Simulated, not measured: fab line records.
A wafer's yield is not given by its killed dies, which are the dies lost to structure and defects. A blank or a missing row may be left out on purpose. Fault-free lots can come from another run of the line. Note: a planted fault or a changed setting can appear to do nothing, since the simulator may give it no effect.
fab line records	flow nand-harc
record: lots: 7	wafers: 21	last-day: 33
route steps=1302 shown P_ZERO_WELL@44 END@1302
lots with no fault: from the same line, run without faults
start-h: hours from the record's opening day to when the first of the lot's shown wafers began	wait-h: hours elapsed since this lot's preceding step	" the same as in the row above	L1.1+2: several wafers, shown together as one row	- no value, or no start was given	* or withheld: withheld	< > ~ a bound
route shown NAME@n: NAME is a module with steps in the file, n the number in the route of the first one	usual: mean and standard deviation over wafers with no fault	same: alike in all rows	chamber/n: place in a boat	sites: each site's reading	_std_site: the values' standard deviation	_edge_site: mean of outer sites minus mean of inner sites	radius-mm: for every site, how far away it sits from the centre of the wafer	mask NAME#n: copy n	behind: the tool/chamber that last shaped the wafer	hold: why the lot went on hold/how many hours it stayed there/how the hold came to an end	device: the transistor (n, p or np) that didn't switch	end of line: tests of these same wafers at the route's end	a step with no rows: only its recipe	killed: count of dies lost to structure and defects at first sort (not the wafer's yield)	map: a wafer's dies, marking killed ones x, the rest . and places with no die _
set.NAME: the setting as run; set.NAME@STEP: as run at that earlier step	model.NAME: the simulator's own value behind a step, which no gauge read
certain route steps with their lots: each step a table, each wafer a row
services: from which hour (start-h, from the record's first day; less than 0 if before it) a tool's chamber was out of use, for how many hours, and why
== steps ==
step: NHARC_P_ZERO_WELL_CD_MEAS_37
recipe: target-cd-nm: 720	landing-energy-ev: 500
usual: cd-nm: 719.6/1.5
lot.wafer	tool	chamber	start-h	wait-h	cd-nm
L124.3	cd-sem-02	0	54.23	-	718.9
L124.4	"	0	"	"	719.7
L124.6	"	0	"	"	720.2
L130.1	cd-sem-01	0	113.85	-	719.0
L130.5	"	0	"	"	720.6
L130.6	"	0	"	"	719.5
L134.1	cd-sem-03	0	154.14	-	722.9
L134.2	"	0	"	"	721.6
L134.5	"	0	"	"	722.2
L135.1	cd-sem-01	0	164.10	-	720.0
L135.4	"	0	"	"	720.5
L135.6	"	0	"	"	720.0
L136.1	cd-sem-03	0	174.09	-	719.8
L136.2	"	0	"	"	720.4
L136.4	"	0	"	"	721.1
L140.3	cd-sem-01	0	214.09	-	719.9
L140.4	"	0	"	"	719.4
L140.6	"	0	"	"	718.9
L144.2	cd-sem-02	0	254.23	-	721.7
L144.4	"	0	"	"	720.5
L144.6	"	0	"	"	720.6
step: NHARC_P_ZERO_WELL_HARDBAKE_38
recipe: temp-c: 125	time-s: 80
step: NHARC_P_ZERO_WELL_DESCUM_39
recipe: time-s: 3	o2-flow-sccm: 200	ar-flow-sccm: 0	bias-power-w: 0	chemistry: O2
usual: drypump-motor-current-A: 6.0/0.36	oes-product-au: 0.998/0.0088	rf-vpp-V: 57.8/0.89	showerhead-plenum-p-Torr: 1.94/0.09	throttle-valve-pct: 11.313/0.009
same: time-s: 3
lot.wafer	tool	chamber	start-h	wait-h	drypump-motor-current-A	oes-product-au	rf-hours-counter-h	rf-vpp-V	showerhead-plenum-p-Torr	throttle-valve-pct
L124.4	rie-diel-02	1	54.40	-	5.4	0.987	2	58.3	2.08	11.323
L124.3	"	3	"	"	5.8	0.988	2	56.6	1.81	11.316
L124.6	"	1	"	"	5.5	0.993	-	60.1	2.08	11.318
L130.1	rie-diel-08	1	114.02	-	5.7	0.992	28	57.8	1.89	11.320
L130.6	"	0	"	"	6.4	0.999	-	57.2	1.90	11.325
L130.5	"	1	"	"	5.7	0.992	-	57.6	1.89	11.314
L134.1	rie-diel-03	0	154.30	-	5.7	1.004	16	56.9	1.89	11.297
L134.2	"	3	"	"	6.2	1.001	12	56.4	2.07	11.296
L134.5	"	1	"	"	5.5	1.010	-	57.3	2.01	11.306
L135.1	rie-diel-02	2	164.29	-	6.6	0.989	31	58.3	2.00	11.320
L135.4	"	3	"	"	5.9	0.999	30	57.1	1.81	11.317
L135.6	"	0	"	"	5.9	0.997	-	59.3	1.89	11.306
L136.2	rie-diel-03	0	174.26	-	5.7	1.007	24	58.1	1.89	11.316
L136.4	"	1	"	"	5.6	1.007	22	57.0	2.01	11.329
L136.1	"	2	"	"	6.4	0.998	18	57.4	1.86	11.308
L140.3	rie-diel-02	2	214.27	-	6.6	0.991	44	57.3	1.99	11.311
L140.4	"	3	"	"	5.8	0.984	43	56.5	1.80	11.327
L140.6	"	1	"	"	5.4	0.994	-	59.1	2.06	11.304
L144.4	rie-diel-03	1	254.40	-	5.6	0.997	43	58.7	2.00	11.303
L144.2	"	3	"	"	6.2	0.994	47	58.2	2.06	11.307
L144.6	"	0	"	"	5.7	1.007	-	58.2	1.88	11.319
step: NHARC_P_ZERO_WELL_IMPLANT_40
recipe: energy-kev: 300	dose-cm2: 1e+13	tilt-deg: 7
step: NHARC_P_ZERO_WELL_IMPLANT_59
recipe: energy-kev: 120	dose-cm2: 5e+12	tilt-deg: 7
step: NHARC_P_ZERO_WELL_IMPLANT_60
recipe: energy-kev: 30	dose-cm2: 2e+12	tilt-deg: 7
step: NHARC_P_ZERO_WELL_STRIP_41
recipe: time-s: 840	temp-c: 130	chemistry: SPM
step: NHARC_P_ZERO_WELL_DEHYDRATE_44
recipe: temp-c: 150	time-s: 120
step: NHARC_P_ZERO_WELL_HMDS_45
recipe: time-s: 30
step: NHARC_P_ZERO_WELL_COAT_46
recipe: spin-rpm: withheld
step: NHARC_P_ZERO_WELL_SOFTBAKE_47
recipe: temp-c: 122	time-s: 95
step: NHARC_P_ZERO_WELL_EBR_48
step: NHARC_P_ZERO_WELL_EXPOSE_49
recipe: na: 0.6	target-cd-nm: 2000	dose-mj: 22.64	mask-id: P_HVPW
usual: exposure-dose-mJ-cm2: 22.647/0.023	focus-offset-nm: -0.1/0.59
lot.wafer	tool	chamber	start-h	wait-h	mask	exposure-dose-mJ-cm2	focus-offset-nm
L124.3	krf-scanner-01	0	55.60	-	P_HVPW#0	22.602	0.0
L124.4	"	0	"	"	P_HVPW#0	22.606	0.5
L124.6	"	0	"	"	P_HVPW#0	22.626	0.2
L130.1	krf-scanner-04	0	115.34	-	P_HVPW#0	22.647	0.7
L130.5	"	0	"	"	P_HVPW#0	22.632	0.1
L130.6	"	0	"	"	P_HVPW#0	22.623	0.0
L134.1	krf-scanner-01	-	155.62	-	P_HVPW#0	-	-
L134.2	"	-	"	"	P_HVPW#0	-	-
L134.5	"	-	"	"	P_HVPW#0	-	-
L135.1	krf-scanner-01	-	165.46	-	P_HVPW#0	-	-
L135.4	"	-	"	"	P_HVPW#0	-	-
L135.6	"	-	"	"	P_HVPW#0	-	-
L136.1	krf-scanner-04	-	175.57	-	P_HVPW#0	-	-
L136.2	"	-	"	"	P_HVPW#0	-	-
L136.4	"	-	"	"	P_HVPW#0	-	-
L140.3	krf-scanner-02	0	215.57	-	P_HVPW#0	22.637	-0.6
L140.4	"	0	"	"	P_HVPW#0	22.652	-0.9
L140.6	"	0	"	"	P_HVPW#0	22.623	-0.7
L144.2	krf-scanner-04	0	255.71	-	P_HVPW#0	22.667	0.0
L144.4	"	0	"	"	P_HVPW#0	22.687	0.8
L144.6	"	0	"	"	P_HVPW#0	22.670	0.4
step: NHARC_P_ZERO_WELL_PEB_50
recipe: peb-temp-c: 118	peb-time-s: 85
step: NHARC_P_ZERO_WELL_DEVELOP_51
recipe: time-s: 70
step: NHARC_P_ZERO_WELL_CD_MEAS_52
recipe: target-cd-nm: 2000	landing-energy-ev: 500
usual: cd-nm: 2000.4/1.4
lot.wafer	tool	chamber	start-h	wait-h	cd-nm
L124.3	cd-sem-03	0	55.75	-	2001.5
L124.4	"	0	"	"	2000.8
L124.6	"	0	"	"	2002.4
L130.1	cd-sem-01	0	115.51	-	1999.7
L130.5	"	0	"	"	1999.2
L130.6	"	0	"	"	1999.2
L134.1	cd-sem-02	0	155.78	-	-
L134.2	"	0	"	"	-
L134.5	"	0	"	"	-
L135.1	cd-sem-02	0	165.62	-	-
L135.4	"	0	"	"	-
L135.6	"	0	"	"	-
L136.1	cd-sem-03	0	175.73	-	-
L136.2	"	0	"	"	-
L136.4	"	0	"	"	-
L140.3	cd-sem-03	0	215.72	-	2000.6
L140.4	"	0	"	"	2000.3
L140.6	"	0	"	"	2003.0
L144.2	cd-sem-03	0	255.86	-	1997.1
L144.4	"	0	"	"	2000.6
L144.6	"	0	"	"	2000.9
step: NHARC_P_ZERO_WELL_HARDBAKE_53
recipe: temp-c: 125	time-s: 80
step: NHARC_P_ZERO_WELL_DESCUM_54
recipe: time-s: 3	o2-flow-sccm: 200	ar-flow-sccm: 0	bias-power-w: 0	chemistry: O2
usual: drypump-motor-current-A: 6.0/0.38	oes-product-au: 0.999/0.0082	rf-vpp-V: 57.9/0.99	showerhead-plenum-p-Torr: 1.94/0.093	throttle-valve-pct: 11.311/0.0092
same: time-s: 3
lot.wafer	tool	chamber	start-h	wait-h	drypump-motor-current-A	oes-product-au	rf-hours-counter-h	rf-vpp-V	showerhead-plenum-p-Torr	throttle-valve-pct	model.P_ZERO_WELL.cd-nm
L124.4	rie-diel-08	0	55.92	-	6.4	0.999	13	58.3	1.90	11.311	2001
L124.3	"	2	"	"	6.2	1.011	10	58.3	1.98	11.319	2001
L124.6	"	0	"	"	6.4	1.008	-	56.2	1.90	11.321	2002
L130.1	rie-diel-03	3	115.69	-	6.2	0.996	0	58.7	2.08	11.311	2000
L130.5	"	1	"	"	5.6	1.004	-	57.4	2.02	11.320	1999
L130.6	"	2	"	"	6.4	0.997	-	58.2	1.86	11.302	1999
L134.1	rie-diel-02	2	155.94	-	6.6	0.997	29	59.3	2.00	11.301	721.8
L134.2	"	1	"	"	5.5	0.998	31	56.9	2.07	11.309	721.8
L134.5	"	3	"	"	5.9	0.994	-	57.7	1.81	11.315	722.3
L135.4	rie-diel-02	0	165.81	-	5.9	1.000	32	58.5	1.89	11.330	720.6
L135.1	"	1	"	"	5.5	1.001	33	59.5	2.07	11.320	719.8
L135.6	"	2	"	"	6.6	0.996	-	58.9	2.00	11.293	719.2
L136.4	rie-diel-02	0	175.89	-	6.0	0.989	34	57.0	1.89	11.302	721.7
L136.1	"	2	"	"	6.6	0.999	34	60.1	1.99	11.339	719.4
L136.2	"	3	"	"	5.9	0.984	33	55.6	1.81	11.322	720.8
L140.3	rie-diel-02	0	215.90	-	5.9	0.993	47	58.1	1.89	11.324	2001
L140.4	"	1	"	"	5.4	0.990	48	58.8	2.06	11.313	2001
L140.6	"	2	"	"	6.7	0.998	-	58.3	1.99	11.322	2003
L144.2	rie-diel-02	0	256.02	-	5.9	1.002	10	56.6	1.88	11.310	1997
L144.4	"	3	"	"	5.9	1.002	8	57.4	1.80	11.304	2000
L144.6	"	1	"	"	5.4	1.005	-	58.8	2.06	11.308	2001
step: NHARC_P_ZERO_WELL_IMPLANT_55
recipe: energy-kev: 180	dose-cm2: 8e+11	tilt-deg: 7
step: NHARC_P_ZERO_WELL_IMPLANT_61
recipe: energy-kev: 30	dose-cm2: 5e+11	tilt-deg: 7
step: NHARC_P_ZERO_WELL_STRIP_56
recipe: time-s: 840	temp-c: 130	chemistry: SPM
step: NHARC_P_ZERO_WELL_PRECLEAN_68
recipe: time-s: 60	temp-c: 50	bath-age-min: 0	chemistry: SC1
step: NHARC_P_ZERO_WELL_SRD_69
step: NHARC_P_ZERO_WELL_RTA_42
recipe: temp-c: 1100	time-s: 300
usual: lamp-power-pct: 36.29/0.14	lamp_zone_3_pct: 36.30/0.13	wafer_temp_C_max: 1104.6/0.93
same: time-s: 300
lot.wafer	tool	chamber	start-h	wait-h	lamp-power-pct	lamp_zone_3_pct	wafer_temp_C_max
L124.3	rtp-anneal-01	0	57.11	-	36.20	36.19	1105.2
L124.4	"	0	"	"	36.15	36.17	1104.4
L124.6	"	0	"	"	36.18	36.19	1104.5
L130.1	rtp-anneal-02	0	116.65	-	36.30	36.33	1103.8
L130.5	"	0	"	"	36.30	36.32	1104.5
L130.6	"	0	"	"	36.30	36.31	1104.6
L134.1	rtp-anneal-02	0	156.92	-	36.40	36.46	1104.5
L134.2	"	0	"	"	36.48	36.42	1105.2
L134.5	"	0	"	"	36.46	36.42	1103.2
L135.1	rtp-anneal-02	0	166.76	-	36.35	36.35	1103.5
L135.4	"	0	"	"	36.37	36.37	1103.6
L135.6	"	0	"	"	36.36	36.34	1103.7
L136.1	rtp-anneal-02	0	176.86	-	36.40	36.39	1104.4
L136.2	"	0	"	"	36.45	36.37	1103.8
L136.4	"	0	"	"	36.47	36.44	1104.1
L140.3	rtp-anneal-01	0	217.08	-	36.08	36.10	1104.8
L140.4	"	0	"	"	36.08	36.10	1104.5
L140.6	"	0	"	"	36.06	36.10	1104.3
L144.2	rtp-anneal-01	0	257.11	-	36.17	36.17	1105.7
L144.4	"	0	"	"	36.12	36.12	1104.1
L144.6	"	0	"	"	36.20	36.16	1104.4
step: NHARC_P_ZERO_WELL_INSPECT_43
usual: raw-defect-count: 13/6
lot.wafer	tool	chamber	start-h	wait-h	raw-defect-count
L124.3	defect-inspect-01	-	57.57	0.4	19
L124.4	"	-	"	"	19
L124.6	"	-	"	"	10
L130.1	defect-inspect-02	-	117.32	0.6	12
L130.5	"	-	"	"	10
L130.6	"	-	"	"	10
L134.1	defect-inspect-01	-	157.60	0.6	1067
L134.2	"	-	"	"	1131
L134.5	"	-	"	"	1032
L135.1	defect-inspect-01	-	167.45	0.6	1080
L135.4	"	-	"	"	1100
L135.6	"	-	"	"	1095
L136.1	defect-inspect-01	-	177.54	0.6	1121
L136.2	"	-	"	"	1100
L136.4	"	-	"	"	1124
L140.3	defect-inspect-02	-	217.56	0.4	11
L140.4	"	-	"	"	11
L140.6	"	-	"	"	27
L144.2	defect-inspect-02	-	257.68	0.5	12
L144.4	"	-	"	"	6
L144.6	"	-	"	"	10
step: NHARC_END_SORT_01
recipe: temp-c: 25
usual: killed-at-array: 59/19	killed-at-other: 0.6/0.85	killed-at-periphery: 3.8/2.5	killed-dies: 64/19	killed-open: 3.3/1.8	killed-short: 2.2/1.6
same: gross-dies: 677
lot.wafer	tool	chamber	start-h	wait-h	killed-at-array	killed-at-other	killed-at-periphery	killed-dies	killed-open	killed-short
L124.3	prober-02	0	597.60	3.1	63	1	4	68	4	2
L124.4	prober-02	0	598.39	3.4	61	0	8	69	5	1
L124.6	prober-02	0	599.98	4.0	68	0	7	75	1	0
L130.1	prober-02	0	644.58	2.5	57	1	4	62	1	1
L130.5	prober-02	0	647.79	3.7	52	1	1	54	1	3
L130.6	prober-02	0	648.60	4.0	53	2	1	56	0	2
L134.1	prober-02	0	699.31	4.9	108	1	568	677	4	2
L134.2	prober-02	0	700.12	5.2	104	2	571	677	6	1
L134.5	prober-02	0	702.54	6.1	86	1	590	677	2	5
L135.1	prober-02	0	707.15	2.5	32	0	645	677	5	1
L135.4	prober-02	0	709.57	3.4	48	2	627	677	4	4
L135.6	prober-02	0	711.19	4.0	37	2	638	677	4	0
L140.3	prober-02	0	766.57	3.1	21	1	2	24	1	1
L140.4	prober-02	0	767.37	3.4	35	1	2	38	3	0
L140.6	prober-02	0	768.97	4.0	37	1	2	40	3	2
killed by level:class
L124.3 A_CHANNEL_HOLE_D2:chamber-film-flake=31 A_SLIT:chamber-film-flake=20 A_DECK1_JOINT:chamber-film-flake=4 P_STI:chamber-film-flake=3 A_M0:geometric-particle:open=2 A_ONON_D1:geometric-particle:short=1 A_ONON_D1:geometric-particle:open=1 A_CHANNEL_HOLE_D2:geometric-particle:open=1
L124.4 A_CHANNEL_HOLE_D2:chamber-film-flake=29 A_SLIT:chamber-film-flake=21 P_STI:chamber-film-flake=5 A_DECK1_JOINT:geometric-particle:open=2 A_CHANNEL_HOLE_D1:chamber-film-flake=2 A_CONTACT:chamber-film-flake=2 P_CONTACT:geometric-particle:open=1 P_CONTACT:geometric-particle:short=1
L124.6 A_CHANNEL_HOLE_D2:chamber-film-flake=35 A_SLIT:chamber-film-flake=26 P_STI:chamber-film-flake=3 P_BONDPAD:chamber-film-flake=3 A_DECK1_JOINT:chamber-film-flake=3 A_M1:geometric-particle:open=1 P_GATE:chamber-film-flake=1 A_CHANNEL_HOLE_D1:chamber-film-flake=1
L130.1 A_SLIT:chamber-film-flake=35 A_CHANNEL_HOLE_D2:chamber-film-flake=6 A_CHANNEL_HOLE_D1:chamber-film-flake=5 A_WL_FILL:chamber-film-flake=4 P_ZERO_WELL:chamber-film-flake=3 A_ZERO_WELL:chamber-film-flake=2 A_CHANNEL_FILL_D1:chamber-film-flake=2 A_DECK1_JOINT:geometric-particle:open=1
L130.5 A_SLIT:chamber-film-flake=25 A_CHANNEL_HOLE_D2:chamber-film-flake=9 A_CHANNEL_HOLE_D1:chamber-film-flake=7 A_CHANNEL_FILL_D1:geometric-particle:short=3 A_STAIRCASE:chamber-film-flake=2 A_CHANNEL_FILL_D1:chamber-film-flake=2 A_WL_FILL:chamber-film-flake=2 A_SGD_CUT:geometric-particle:open=1
L130.6 A_SLIT:chamber-film-flake=28 A_CHANNEL_HOLE_D2:chamber-film-flake=15 A_STAIRCASE:chamber-film-flake=4 A_CHANNEL_HOLE_D1:chamber-film-flake=3 THIN_TSV:chamber-film-flake=2 A_ONON_D1:geometric-particle:short=1 A_WL_FILL:geometric-particle:short=1 P_ZERO_WELL:chamber-film-flake=1
L134.1 P_ZERO_WELL:area-expose=566 A_CHANNEL_HOLE_D1:chamber-film-flake=37 A_SLIT:chamber-film-flake=37 A_CHANNEL_HOLE_D2:chamber-film-flake=13 A_CONTACT:chamber-film-flake=10 A_BONDPAD:chamber-film-flake=4 A_ONON_D2:geometric-particle:open=2 A_CHANNEL_FILL_D1:chamber-film-flake=2
L134.2 P_ZERO_WELL:area-expose=570 A_SLIT:chamber-film-flake=38 A_CHANNEL_HOLE_D1:chamber-film-flake=23 A_CHANNEL_HOLE_D2:chamber-film-flake=16 A_CONTACT:chamber-film-flake=14 A_STAIRCASE:chamber-film-flake=4 A_BONDPAD:chamber-film-flake=3 A_M0:geometric-particle:open=2
L134.5 P_ZERO_WELL:area-expose=585 A_CHANNEL_HOLE_D1:chamber-film-flake=35 A_SLIT:chamber-film-flake=26 A_CHANNEL_HOLE_D2:chamber-film-flake=7 A_CONTACT:chamber-film-flake=5 A_STAIRCASE:chamber-film-flake=4 A_SGD_CUT:geometric-particle:short=2 A_WL_FILL:chamber-film-flake=2
L135.1 P_ZERO_WELL:area-expose=637 A_CHANNEL_HOLE_D2:chamber-film-flake=15 P_M0:chamber-film-flake=6 A_CHANNEL_HOLE_D1:chamber-film-flake=6 A_ONON_D2:geometric-particle:open=2 A_SLIT:chamber-film-flake=2 A_CONTACT:chamber-film-flake=2 P_CONTACT:geometric-particle:open=1
L135.4 P_ZERO_WELL:area-expose=623 A_CHANNEL_HOLE_D2:chamber-film-flake=18 A_CHANNEL_HOLE_D1:chamber-film-flake=13 A_SLIT:chamber-film-flake=4 P_M0:chamber-film-flake=3 A_CONTACT:chamber-film-flake=3 A_ONON_D2:geometric-particle:short=2 A_CHANNEL_FILL_D1:chamber-film-flake=2
L135.6 P_ZERO_WELL:area-expose=633 A_CHANNEL_HOLE_D2:chamber-film-flake=22 A_CHANNEL_HOLE_D1:chamber-film-flake=6 P_ZERO_WELL:chamber-film-flake=2 P_M0:chamber-film-flake=2 A_SLIT:chamber-film-flake=2 A_CONTACT:chamber-film-flake=2 THIN_TSV:chamber-film-flake=2
L140.3 A_CHANNEL_HOLE_D1:chamber-film-flake=15 A_SLIT:chamber-film-flake=3 P_GATE:geometric-particle:open=1 STARTING-WAFER:geometric-particle:short=1 P_GATE:chamber-film-flake=1 A_ZERO_WELL:chamber-film-flake=1 A_DECK1_JOINT:chamber-film-flake=1 A_STAIRCASE:chamber-film-flake=1
L140.4 A_CHANNEL_HOLE_D1:chamber-film-flake=9 A_SLIT:chamber-film-flake=7 A_DECK1_JOINT:chamber-film-flake=6 A_STAIRCASE:chamber-film-flake=3 A_CONTACT:chamber-film-flake=3 A_M1:chamber-film-flake=3 P_CONTACT:geometric-particle:open=1 A_CONTACT:geometric-particle:open=1
L140.6 A_CHANNEL_HOLE_D1:chamber-film-flake=11 A_SLIT:chamber-film-flake=10 A_STAIRCASE:chamber-film-flake=5 A_M1:chamber-film-flake=3 A_CONTACT:chamber-film-flake=2 P_CONTACT:geometric-particle:open=1 A_CHANNEL_HOLE_D1:geometric-particle:open=1 A_CHANNEL_FILL_D2:geometric-particle:open=1
map L134.1 (x killed, . not)
____________x____________
_________xxxxxxx_________
_______xxxxxxxxxxx_______
______xxxxxxxxxxxxx______
_____xxxxxxxxxxxxxxx_____
____xxxxxxxxxxxxxxxxx____
____xxxxxxxxxxxxxxxxx____
___xxxxxxxxxxxxxxxxxxx___
___xxxxxxxxxxxxxxxxxxx___
__xxxxxxxxxxxxxxxxxxxxx__
__xxxxxxxxxxxxxxxxxxxxx__
_xxxxxxxxxxxxxxxxxxxxxxx_
_xxxxxxxxxxxxxxxxxxxxxxx_
_xxxxxxxxxxxxxxxxxxxxxxx_
_xxxxxxxxxxxxxxxxxxxxxxx_
_xxxxxxxxxxxxxxxxxxxxxxx_
xxxxxxxxxxxxxxxxxxxxxxxxx
xxxxxxxxxxxxxxxxxxxxxxxxx
xxxxxxxxxxxxxxxxxxxxxxxxx
xxxxxxxxxxxxxxxxxxxxxxxxx
xxxxxxxxxxxxxxxxxxxxxxxxx
_xxxxxxxxxxxxxxxxxxxxxxx_
_xxxxxxxxxxxxxxxxxxxxxxx_
_xxxxxxxxxxxxxxxxxxxxxxx_
_xxxxxxxxxxxxxxxxxxxxxxx_
_xxxxxxxxxxxxxxxxxxxxxxx_
__xxxxxxxxxxxxxxxxxxxxx__
__xxxxxxxxxxxxxxxxxxxxx__
___xxxxxxxxxxxxxxxxxxx___
___xxxxxxxxxxxxxxxxxxx___
____xxxxxxxxxxxxxxxxx____
____xxxxxxxxxxxxxxxxx____
_____xxxxxxxxxxxxxxx_____
______xxxxxxxxxxxxx______
_______xxxxxxxxxxx_______
_________xxxxxxx_________
____________x____________
map L135.1 (x killed, . not)
____________x____________
_________xxxxxxx_________
_______xxxxxxxxxxx_______
______xxxxxxxxxxxxx______
_____xxxxxxxxxxxxxxx_____
____xxxxxxxxxxxxxxxxx____
____xxxxxxxxxxxxxxxxx____
___xxxxxxxxxxxxxxxxxxx___
___xxxxxxxxxxxxxxxxxxx___
__xxxxxxxxxxxxxxxxxxxxx__
__xxxxxxxxxxxxxxxxxxxxx__
_xxxxxxxxxxxxxxxxxxxxxxx_
_xxxxxxxxxxxxxxxxxxxxxxx_
_xxxxxxxxxxxxxxxxxxxxxxx_
_xxxxxxxxxxxxxxxxxxxxxxx_
_xxxxxxxxxxxxxxxxxxxxxxx_
xxxxxxxxxxxxxxxxxxxxxxxxx
xxxxxxxxxxxxxxxxxxxxxxxxx
xxxxxxxxxxxxxxxxxxxxxxxxx
xxxxxxxxxxxxxxxxxxxxxxxxx
xxxxxxxxxxxxxxxxxxxxxxxxx
_xxxxxxxxxxxxxxxxxxxxxxx_
_xxxxxxxxxxxxxxxxxxxxxxx_
_xxxxxxxxxxxxxxxxxxxxxxx_
_xxxxxxxxxxxxxxxxxxxxxxx_
_xxxxxxxxxxxxxxxxxxxxxxx_
__xxxxxxxxxxxxxxxxxxxxx__
__xxxxxxxxxxxxxxxxxxxxx__
___xxxxxxxxxxxxxxxxxxx___
___xxxxxxxxxxxxxxxxxxx___
____xxxxxxxxxxxxxxxxx____
____xxxxxxxxxxxxxxxxx____
_____xxxxxxxxxxxxxxx_____
______xxxxxxxxxxxxx______
_______xxxxxxxxxxx_______
_________xxxxxxx_________
____________x____________
== services ==
tool	chamber	start-h	hours	kind
rie-diel-02	-	39.70	9.0	pm
rie-diel-02	0	39.70	9.0	vent-cycle
rie-diel-02	1	39.70	9.0	vent-cycle
rie-diel-08	3	43.08	2.2	repair
krf-scanner-04	-	68.64	0.3	repair
rie-diel-08	-	76.24	0.3	repair
krf-scanner-02	-	94.00	4.0	pm
krf-scanner-02	-	99.19	0.6	repair
rie-diel-03	-	104.30	9.0	pm
rie-diel-02	0	111.94	9.0	repair
rie-diel-08	-	116.28	1.1	repair
rie-diel-02	1	122.53	5.6	repair
krf-scanner-01	-	129.87	1.7	repair
rie-diel-08	2	133.19	6.7	repair
krf-scanner-01	-	140.00	4.0	pm
krf-scanner-04	-	182.00	4.0	pm
rie-diel-08	-	191.69	9.0	pm
rie-diel-03	1	195.82	15.9	repair
rie-diel-03	3	197.77	4.1	repair
krf-scanner-02	-	207.22	2.4	repair
rie-diel-02	-	216.70	9.0	pm
krf-scanner-04	-	225.73	19.4	repair
krf-scanner-01	-	243.13	5.1	repair
rie-diel-03	0	244.83	3.6	repair
== key ==
first-sign: step: NHARC_P_ZERO_WELL_EXPOSE_49	reading: tool-record	direction: missing
effect: step: NHARC_P_ZERO_WELL_CD_MEAS_52	reading: cd-nm	direction: missing
effect: step: NHARC_P_ZERO_WELL_INSPECT_43	reading: raw-defect-count	direction: up	sigmas: 99+	usual: 13	struck: 1094
effect: step: NHARC_END_SORT_01	reading: killed-at-periphery	direction: up	sigmas: 99+	usual: 3.8	struck: 606.5
model-effect: step: NHARC_P_ZERO_WELL_DESCUM_54	value: P_ZERO_WELL.cd-nm	without: 2000	struck: 720.8
more-kills-born-at: NHARC_P_ZERO_WELL_EXPOSE_49@krf-scanner-01: 3614
met-at NHARC_P_ZERO_WELL_EXPOSE_49
struck-wafers L134.1,L134.2,L134.5,L135.1,L135.4,L135.6,L136.1,L136.2,L136.4
rows-end L136.1,L136.2,L136.4
later-rows-left-out L134.1,L134.2,L134.5,L135.1,L135.4,L135.6
tester-left-out L134,L135
onset-between 115.34 155.62
fault: kind: skipped-step-whole	tool: krf-scanner-01,krf-scanner-04	chamber: -	onset-h: 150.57	steps: NHARC_P_ZERO_WELL_EXPOSE_49	scope: struck-lots-only
tester-left-out: of these lots the tester's yield and bins aren't shown, on N5 and GAA mostly nor the transistor test; their killed dies are dies lost to structure and defects alone, not to doping, threshold or leakage, so they don't give the yield
later-rows-left-out: the simulator's readings of these wafers behind a module that went badly wrong aren't trusted and aren't shown, but for the sort
rows-end: these wafers met a further fault down the route, and their rows from its step on are left out
